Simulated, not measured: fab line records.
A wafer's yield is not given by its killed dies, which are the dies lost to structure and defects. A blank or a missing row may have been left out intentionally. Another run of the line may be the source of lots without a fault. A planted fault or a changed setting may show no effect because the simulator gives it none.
fab line records | flow n5-finfet
record lots=12 | wafers=36 | last-day=18
route steps=1938 shown BEOL_M10@1520 BEOL_M11@1536 PASSIVATION@1936
lots that met no fault: from a run of the same line without faults
start-h: hours from the record's first day to the start of the lot's first wafer shown | wait-h: how many hours have passed since the lot's step before this one | " same as the row above | L1.1+2: several wafers, shown together as one row | - no value, or no start was given | * or withheld: withheld | < > ~ a bound
route shown NAME@n: a module of which the file shows steps, and the number in the route of the first | usual: mean and standard deviation over wafers with no fault | same: alike in all rows | chamber/n: place in a boat | sites: each site's reading | _std_site: the standard deviation of these | _edge_site: inner sites' mean taken away from outer sites' mean | radius-mm: for every site, how far away it sits from the centre of the wafer | mask NAME#n: copy n | behind: the last tool/chamber to shape the wafer | hold: what put the lot on hold/how long, in hours/how the hold closed | device: which transistor (n, p or np) failed to switch | end of line: at the end of the route, the tests of the same wafers | a step without rows: its recipe alone | killed: dies that structure and defects cost at the first sort, which is not the same as the wafer's yield | map: the dies of a wafer, with x for killed, . for not killed, _ for no die there
set.NAME: setting as actually run; set.NAME@STEP: the setting as run at that earlier step | model.NAME: the simulator's own value behind a step, which no gauge read
a sample of lots followed through the steps of the route, with each step as a table and each wafer as a row
services: a tool's chamber out of use, with start hour (start-h, from the record's first day; less than 0 if before it), hours out, and reason
## steps
# step N5_BEOL_M10_CD_MEAS_35
# recipe target-cd-nm=70 | polarity=opening
# usual cd-nm=69.8/0.71
lot.wafer | tool      | chamber | start-h | wait-h | cd-nm
L574.2    | cd-sem-02 | -       | 239.61  | 0.0    | 69.2
L574.5    | "         | -       | "       | "      | 68.6
L574.6    | "         | -       | "       | "      | 69.0
L576.1    | cd-sem-01 | -       | 256.98  | 0.0    | 70.5
L576.2    | "         | -       | "       | "      | 69.4
L576.5    | "         | -       | "       | "      | 69.9
L577.1    | cd-sem-02 | -       | 257.23  | 0.0    | 69.4
L577.2    | "         | -       | "       | "      | 69.8
L577.5    | "         | -       | "       | "      | 69.4
L578.1    | cd-sem-01 | -       | 260.02  | 0.0    | 69.1
L578.4    | "         | -       | "       | "      | 69.8
L578.6    | "         | -       | "       | "      | 69.7
L580.1    | cd-sem-02 | -       | 283.90  | 0.0    | 68.8
L580.3    | "         | -       | "       | "      | 69.6
L580.4    | "         | -       | "       | "      | 68.9
L586.3    | cd-sem-02 | -       | 300.82  | 0.0    | 67.9
L586.4    | "         | -       | "       | "      | 68.1
L586.5    | "         | -       | "       | "      | 68.1
L587.1    | cd-sem-01 | -       | 319.47  | 0.0    | 70.8
L587.4    | "         | -       | "       | "      | 70.6
L587.5    | "         | -       | "       | "      | 69.3
L591.1    | cd-sem-01 | -       | 343.27  | 0.0    | 70.4
L591.5    | "         | -       | "       | "      | 70.7
L591.6    | "         | -       | "       | "      | 70.8
L593.2    | cd-sem-02 | -       | 343.35  | 0.0    | 69.8
L593.4    | "         | -       | "       | "      | 70.1
L593.5    | "         | -       | "       | "      | 70.0
L594.2    | cd-sem-01 | -       | 356.08  | 0.0    | 69.0
L594.4    | "         | -       | "       | "      | 69.9
L594.6    | "         | -       | "       | "      | 70.2
L595.1    | cd-sem-03 | -       | 371.08  | 0.0    | 68.8
L595.4    | "         | -       | "       | "      | 69.5
L595.5    | "         | -       | "       | "      | 71.0
L596.2    | cd-sem-03 | -       | 371.78  | 0.0    | 69.4
L596.4    | "         | -       | "       | "      | 69.9
L596.6    | "         | -       | "       | "      | 68.9
# step N5_BEOL_M10_INSPECT_58
# recipe inspect-instrument=darkfield | mode=post-dep
# usual raw-defect-count=65/21
lot.wafer | tool              | chamber | start-h | wait-h | raw-defect-count
L574.2    | defect-inspect-01 | -       | 244.25  | 0.0    | 70
L574.5    | "                 | -       | "       | "      | 53
L574.6    | "                 | -       | "       | "      | 60
L576.1    | defect-inspect-01 | -       | 261.18  | 0.0    | 48
L576.2    | "                 | -       | "       | "      | 50
L576.5    | "                 | -       | "       | "      | 41
L577.1    | defect-inspect-01 | -       | 262.14  | 0.0    | 91
L577.2    | "                 | -       | "       | "      | 47
L577.5    | "                 | -       | "       | "      | 70
L578.1    | defect-inspect-02 | -       | 262.41  | 0.0    | 59
L578.4    | "                 | -       | "       | "      | 83
L578.6    | "                 | -       | "       | "      | 62
L580.1    | defect-inspect-01 | -       | 286.43  | 0.0    | 82
L580.3    | "                 | -       | "       | "      | 99
L580.4    | "                 | -       | "       | "      | 77
L586.3    | defect-inspect-01 | -       | 303.16  | 0.0    | 77
L586.4    | "                 | -       | "       | "      | 130
L586.5    | "                 | -       | "       | "      | 47
L587.1    | defect-inspect-02 | -       | 322.24  | 0.0    | 53
L587.4    | "                 | -       | "       | "      | 71
L587.5    | "                 | -       | "       | "      | 55
L591.1    | defect-inspect-01 | -       | 347.61  | 0.0    | 35
L591.5    | "                 | -       | "       | "      | 47
L591.6    | "                 | -       | "       | "      | 50
L593.2    | defect-inspect-02 | -       | 347.69  | 0.0    | 62
L593.4    | "                 | -       | "       | "      | 63
L593.5    | "                 | -       | "       | "      | 70
L594.2    | defect-inspect-01 | -       | 360.35  | 0.0    | 70
L594.4    | "                 | -       | "       | "      | 52
L594.6    | "                 | -       | "       | "      | 70
L595.1    | defect-inspect-01 | -       | 373.24  | 0.0    | 39
L595.4    | "                 | -       | "       | "      | 56
L595.5    | "                 | -       | "       | "      | 82
L596.2    | defect-inspect-01 | -       | 375.50  | 0.0    | 98
L596.4    | "                 | -       | "       | "      | 62
L596.6    | "                 | -       | "       | "      | 73
# step N5_BEOL_M11_ILD_DEP_00
# recipe material=SiCOH_lowk | target-thk-a=3085.1 | temp-c=300 | precursor=DEMS/porogen | pressure-torr=5 | rf-w=500 | time-s=58
# usual heater-power-w=309/41 | showerhead-plenum-p-Torr=5.748/0.017 | susceptor-temp-C=299.97/0.18 | throttle-valve-pct=14.0/0.91
lot.wafer | tool     | chamber | start-h | wait-h | heater-power-w | showerhead-plenum-p-Torr | susceptor-temp-C | throttle-valve-pct
L574.2    | pecvd-03 | 1       | 244.29  | 0.0    | 321            | 5.773                    | 300.10           | 13.9
L574.5    | "        | 2       | "       | "      | 236            | 5.746                    | 300.10           | 12.8
L574.6    | "        | 1       | "       | "      | 335            | 5.772                    | 299.98           | 14.0
L576.1    | pecvd-04 | 2       | 261.22  | 0.0    | 359            | 5.735                    | 299.82           | 14.2
L576.2    | "        | 0       | "       | "      | 328            | 5.752                    | 299.86           | 14.1
L576.5    | "        | 2       | "       | "      | 360            | 5.723                    | 299.88           | 14.4
L577.1    | pecvd-01 | 2       | 262.18  | 0.0    | 292            | 5.749                    | 299.94           | 12.7
L577.2    | "        | 1       | "       | "      | 226            | 5.755                    | 299.71           | 15.1
L577.5    | "        | 2       | "       | "      | 307            | 5.745                    | 299.58           | 12.4
L578.1    | pecvd-01 | 2       | 262.45  | 0.0    | 360            | 5.741                    | 299.97           | 12.5
L578.4    | "        | 2       | "       | "      | 357            | 5.748                    | 300.23           | 12.4
L578.6    | "        | 1       | "       | "      | 229            | 5.757                    | 300.10           | 15.1
L580.1    | pecvd-04 | 2       | 286.47  | 0.0    | 360            | 5.741                    | 299.91           | 14.5
L580.3    | "        | 1       | "       | "      | 319            | 5.725                    | 300.15           | 14.3
L580.4    | "        | 0       | "       | "      | 249            | 5.752                    | 299.81           | 14.3
L586.3    | pecvd-01 | 1       | 303.22  | 0.1    | 268            | 5.752                    | 299.66           | 15.1
L586.4    | "        | 2       | "       | "      | 343            | 5.747                    | 300.08           | 12.3
L586.5    | "        | 2       | "       | "      | 343            | 5.762                    | 300.13           | 12.5
L587.1    | pecvd-01 | 1       | 322.28  | 0.0    | 257            | 5.755                    | 296.81           | 15.1
L587.4    | "        | 0       | "       | "      | 256            | 5.756                    | 296.67           | 15.6
L587.5    | "        | 1       | "       | "      | 260            | 5.768                    | 296.90           | 15.2
L591.1    | pecvd-01 | 1       | 347.64  | 0.0    | 255            | 5.749                    | 296.48           | 15.4
L591.5    | "        | 2       | "       | "      | 347            | 5.740                    | 296.33           | 12.9
L591.6    | "        | 1       | "       | "      | 254            | 5.759                    | 296.35           | 14.9
L593.2    | pecvd-03 | 2       | 347.72  | 0.0    | 265            | 5.734                    | 299.93           | 13.1
L593.4    | "        | 2       | "       | "      | 276            | 5.749                    | 299.59           | 13.1
L593.5    | "        | 1       | "       | "      | 343            | 5.793                    | 299.85           | 14.4
L594.2    | pecvd-04 | 0       | 360.39  | 0.0    | 298            | 5.743                    | 300.18           | 14.4
L594.4    | "        | 0       | "       | "      | 298            | 5.761                    | 300.32           | 14.4
L594.6    | "        | 2       | "       | "      | 351            | 5.738                    | 299.81           | 14.5
L595.1    | pecvd-03 | 1       | 373.28  | 0.0    | 302            | 5.795                    | 300.07           | 14.5
L595.4    | "        | 2       | "       | "      | 273            | 5.728                    | 299.87           | 12.7
L595.5    | "        | 0       | "       | "      | 299            | 5.720                    | 300.08           | 13.6
L596.2    | pecvd-04 | 1       | 375.53  | 0.0    | 283            | 5.734                    | 300.30           | 14.1
L596.4    | "        | 1       | "       | "      | 289            | 5.749                    | 300.19           | 14.2
L596.6    | "        | 2       | "       | "      | 356            | 5.760                    | 299.75           | 14.1
# step N5_BEOL_M11_CURE_71
# recipe temp-c=385 | time-s=240 | ambient=He/Ar | material=SiCOH_lowk
# usual lamp-power-pct=52.31/0.054 | wafer_temp_C_max=386.5/0.72
lot.wafer | tool       | chamber | start-h | wait-h | lamp-power-pct | wafer_temp_C_max
L574.2    | uv-cure-02 | 2       | 244.44  | 0.1    | 52.30          | 388.7
L574.5    | "          | 2       | "       | "      | 52.33          | 388.1
L574.6    | "          | 2       | "       | "      | 52.25          | 387.0
L576.1    | uv-cure-03 | 2       | 261.30  | 0.0    | 52.31          | 386.5
L576.2    | "          | 2       | "       | "      | 52.46          | 386.5
L576.5    | "          | 2       | "       | "      | 52.27          | 386.1
L577.1    | uv-cure-01 | 2       | 262.26  | 0.0    | 52.33          | 386.3
L577.2    | "          | 2       | "       | "      | 52.31          | 385.9
L577.5    | "          | 2       | "       | "      | 52.25          | 385.8
L578.1    | uv-cure-02 | 0       | 262.53  | 0.0    | 52.28          | 386.6
L578.4    | "          | 0       | "       | "      | 52.38          | 386.7
L578.6    | "          | 0       | "       | "      | 52.30          | 386.1
L580.1    | uv-cure-01 | 2       | 286.55  | 0.0    | 52.24          | 386.0
L580.3    | "          | 2       | "       | "      | 52.29          | 386.0
L580.4    | "          | 2       | "       | "      | 52.41          | 385.9
L586.3    | uv-cure-02 | 1       | 303.53  | 0.3    | 52.24          | 385.8
L586.4    | "          | 1       | "       | "      | 52.23          | 386.0
L586.5    | "          | 1       | "       | "      | 52.41          | 386.5
L587.1    | uv-cure-02 | 0       | 322.36  | 0.0    | 52.29          | 386.1
L587.4    | "          | 0       | "       | "      | 52.36          | 386.1
L587.5    | "          | 0       | "       | "      | 52.34          | 386.5
L591.1    | uv-cure-01 | 1       | 347.72  | 0.0    | 52.40          | 385.9
L591.5    | "          | 1       | "       | "      | 52.29          | 386.7
L591.6    | "          | 1       | "       | "      | 52.29          | 386.1
L593.2    | uv-cure-02 | 0       | 347.96  | 0.2    | 52.35          | 386.4
L593.4    | "          | 0       | "       | "      | 52.32          | 386.2
L593.5    | "          | 0       | "       | "      | 52.29          | 386.5
L594.2    | uv-cure-02 | 2       | 360.55  | 0.1    | 52.24          | 388.1
L594.4    | "          | 2       | "       | "      | 52.33          | 388.1
L594.6    | "          | 2       | "       | "      | 52.35          | 387.8
L595.1    | uv-cure-02 | 0       | 373.36  | 0.0    | 52.28          | 386.5
L595.4    | "          | 0       | "       | "      | 52.27          | 386.1
L595.5    | "          | 0       | "       | "      | 52.30          | 386.6
L596.2    | uv-cure-02 | 1       | 375.69  | 0.1    | 52.35          | 386.4
L596.4    | "          | 1       | "       | "      | 52.37          | 385.8
L596.6    | "          | 1       | "       | "      | 52.28          | 386.0
# step N5_PASSIVATION_PROBE_49
# usual defect-limited-yield=91.2/1.5 | killed_at_M0_to_M3=33/9.6 | killed_at_M4_up=14/5.6 | killed-at-contacts=14/5.5 | killed-at-front-end=40/13 | killed-at-other=4/3 | killed-dies=104/17 | killed-open=68/13 | killed-short=33/7.2 | sort_bin_5_function=5.2/0.95 | sort_bin_6_memory=3.3/0.62 | sort_bin_8_speed=0.00/0.012 | sort-n-pass=1076/17 | sort-yield-pct=91.2/1.5
# same gross-dies=1180 | killed-at-back-side=0 | sort_bin_4_leakage[%]=0
lot.wafer | tool      | chamber | start-h | wait-h | defect-limited-yield[%] | killed_at_M0_to_M3 | killed_at_M4_up | killed-at-contacts | killed-at-front-end | killed-at-other | killed-dies | killed-open | killed-short | sort_bin_5_function[%] | sort_bin_6_memory[%] | sort_bin_8_speed[%] | sort-n-pass | sort-yield-pct[%]
L586.3    | prober-02 | -       | 346.95  | 0.1    | 90.8                    | 20                 | 7               | 8                  | 70                  | 4               | 109         | 69          | 40           | 6.1                    | 2.8                  | 0                   | 1071        | 90.8
L591.1    | prober-02 | -       | 397.74  | 0.0    | 87.9                    | 34                 | 25              | 9                  | 68                  | 7               | 143         | 99          | 42           | 7.6                    | 4.1                  | 0                   | 1037        | 87.9
L591.5    | prober-02 | -       | 397.94  | 0.2    | 88.7                    | 34                 | 25              | 7                  | 61                  | 6               | 133         | 80          | 49           | 6.4                    | 3.8                  | 0                   | 1047        | 88.7
L591.6    | prober-02 | -       | 397.99  | 0.3    | 90.8                    | 43                 | 13              | 7                  | 45                  | 1               | 109         | 74          | 32           | 5.3                    | 3.3                  | 0                   | 1071        | 90.8
# killed by level:class
L586.3 STI_FIN_REVEAL:geometric-particle:open=18 FIN_SAQP:geometric-particle:short=16 MOL_CONTACT_COAG:geometric-particle:open=8 GATE_CUT:geometric-particle:short=7 SPACER0:geometric-particle:open=6 STI_FIN_REVEAL:geometric-particle:short=4 SPACER0:geometric-particle:short=4 BEOL_M0_SAQP:geometric-particle:open=4
L591.1 STI_FIN_REVEAL:geometric-particle:open=18 FIN_SAQP:geometric-particle:open=15 BEOL_M4:geometric-particle:open=12 BEOL_M2:geometric-particle:open=11 FIN_SAQP:geometric-particle:short=8 DUMMY_GATE:geometric-particle:open=8 BEOL_M0_SAQP:geometric-particle:open=8 GATE_CUT:geometric-particle:open=7
L591.5 FIN_SAQP:geometric-particle:open=24 FIN_SAQP:geometric-particle:short=16 BEOL_M4:geometric-particle:open=12 BEOL_M0_SAQP:geometric-particle:short=8 BEOL_M1:geometric-particle:open=6 BEOL_M2:geometric-particle:open=6 BEOL_M4:geometric-particle:short=5 BEOL_M0_SAQP:geometric-particle:open=5
L591.6 FIN_SAQP:geometric-particle:open=13 BEOL_M0_SAQP:geometric-particle:short=12 BEOL_M4:geometric-particle:open=10 BEOL_M0_SAQP:geometric-particle:open=9 STI_FIN_REVEAL:geometric-particle:open=7 BEOL_M2:geometric-particle:open=7 MOL_CONTACT_COAG:geometric-particle:open=6 FIN_SAQP:geometric-particle:short=5
## services
tool       | chamber | start-h | hours | kind
pecvd-01   | 0       | 221.01  | 1.7   | repair
pecvd-01   | -       | 224.83  | 0.8   | repair
uv-cure-03 | -       | 226.46  | 5.7   | repair
pecvd-04   | -       | 227.99  | 28.1  | pm
pecvd-01   | 2       | 230.32  | 2.1   | scheduled-down
pecvd-01   | -       | 243.92  | 14.6  | pm
pecvd-03   | 1       | 252.32  | 5.5   | scheduled-down
uv-cure-02 | -       | 271.68  | 7.5   | pm
pecvd-04   | -       | 272.95  | 0.7   | repair
pecvd-01   | 1       | 289.14  | 3.5   | repair
uv-cure-03 | -       | 291.28  | 22.2  | pm
pecvd-03   | 0       | 307.67  | 5.5   | scheduled-down
pecvd-01   | -       | 310.82  | 0.3   | repair
pecvd-04   | 2       | 320.66  | 16.5  | scheduled-down
uv-cure-01 | -       | 327.76  | 7.5   | pm
pecvd-04   | 0       | 331.85  | 8.1   | repair
pecvd-04   | -       | 348.15  | 0.5   | repair
uv-cure-03 | -       | 348.76  | 0.4   | repair
uv-cure-02 | -       | 368.48  | 0.6   | repair
pecvd-03   | 0       | 375.16  | 2.1   | scheduled-down
## key
first-sign step=N5_BEOL_M11_ILD_DEP_00 | reading=susceptor-temp-C | direction=down | sigmas=18 | usual=* | struck=*
effect none on later readings
met-at N5_BEOL_M11_ILD_DEP_00
struck-lots L587,L591
not-acting-at N5_BEOL_M10_CD_MEAS_35,N5_BEOL_M10_INSPECT_58,N5_BEOL_M11_CURE_71
onset-between 303.22 322.28
fault kind=process-parameter-drift | tool=pecvd-01 | chamber=- | onset-h=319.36 | steps=N5_BEOL_M11_ILD_DEP_00 | channel=temp-c | offset=* | shape=step | end-h=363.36 | acts-in=* | stated=*
